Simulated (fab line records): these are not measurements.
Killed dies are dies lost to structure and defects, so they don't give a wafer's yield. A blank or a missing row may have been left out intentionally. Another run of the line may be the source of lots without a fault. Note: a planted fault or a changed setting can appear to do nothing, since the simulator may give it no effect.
Matching of chambers | flow nand-harc | NHARC_A_STAIRCASE_TRIM_20 on rie-diel-05: 4 sister chambers
The step chemistry O2, time 211.2 s. 18 wafers are shown with their chamber, then 9 later ones without.

== WAFERS WITH THEIR CHAMBER ==
wafer  | chamber | showerhead-plenum-p-Torr (Torr) | drypump-motor-current-A (A) | oes-product-au (a.u.)
L075.1 | 3       | 3.63                            | 5.2                         | 1.005
L075.2 | 2       | 3.31                            | 6.5                         | 1.000
L075.5 | 3       | 3.63                            | 5.2                         | 1.013
L076.2 | 1       | 3.37                            | 5.3                         | 1.000
L076.5 | 1       | 3.37                            | 5.3                         | 1.004
L076.6 | 2       | 3.30                            | 6.4                         | 0.993
L081.2 | 2       | 3.30                            | 6.5                         | 0.994
L081.3 | 0       | 3.78                            | 5.6                         | 1.005
L081.4 | 3       | 3.62                            | 5.1                         | 0.996
L082.1 | 3       | 3.62                            | 5.2                         | 1.001
L082.2 | 2       | 3.29                            | 6.5                         | 0.988
L082.4 | 0       | 3.77                            | 5.6                         | 0.998
L083.1 | 2       | 3.29                            | 6.5                         | 0.994
L083.2 | 3       | 3.62                            | 5.2                         | 1.001
L083.3 | 1       | 3.36                            | 5.3                         | 1.010
L086.1 | 0       | 3.77                            | 5.6                         | 1.005
L086.2 | 1       | 3.35                            | 5.3                         | 1.007
L086.5 | 1       | 3.35                            | 5.3                         | 1.003

SIGNATURES, as means of the wafers listed above
reading                  | chamber 0 | chamber 1 | chamber 2 | chamber 3 | scatter within a chamber
showerhead-plenum-p-Torr | 3.7733    | 3.3600    | 3.2980    | 3.6240    | 0.00787
drypump-motor-current-A  | 5.600     | 5.300     | 6.480     | 5.180     | 0.0338
oes-product-au           | 1.00267   | 1.00480   | 0.99380   | 1.00320   | 0.00482
Rule: distance of a wafer from a chamber = root of the sum over the readings of ((wafer's reading minus chamber's mean) / reading's scatter) squared. If the next closest chamber is less than 2 further off than the closest, the wafer can't be placed; otherwise it belongs to the closest. The scatter: take each reading less its chamber's mean, square it, sum over the shown wafers, divide by the number of wafers less the number of chambers, and take the root.

== WAFERS WHOSE CHAMBER IS MISSING ==
wafer  | showerhead-plenum-p-Torr (Torr) | drypump-motor-current-A (A) | oes-product-au (a.u.)
L087.1 | 3.35                            | 5.3                         | 1.007
L087.3 | 3.77                            | 5.6                         | 1.013
L087.6 | 3.61                            | 5.2                         | 1.012
L092.1 | 3.60                            | 5.2                         | 1.005
L092.2 | 3.76                            | 5.5                         | 1.000
L092.4 | 3.28                            | 6.4                         | 0.980
L093.1 | 3.27                            | 6.5                         | 0.989
L093.4 | 3.34                            | 5.3                         | 1.009
L093.6 | 3.75                            | 5.6                         | 1.014

== WHICH CHAMBER EACH WENT THROUGH ==
wafer  | from the rows above | in truth
L087.1 | 1                   | 1
L087.3 | 0                   | 0
L087.6 | 3                   | 3
L092.1 | 3                   | 3
L092.2 | 0                   | 0
L092.4 | 2                   | 2
L093.1 | 2                   | 2
L093.4 | 1                   | 1
L093.6 | 0                   | 0
9 of 9 placed correctly. Number that these rows cannot place: 0. Number placed wrongly: 0.
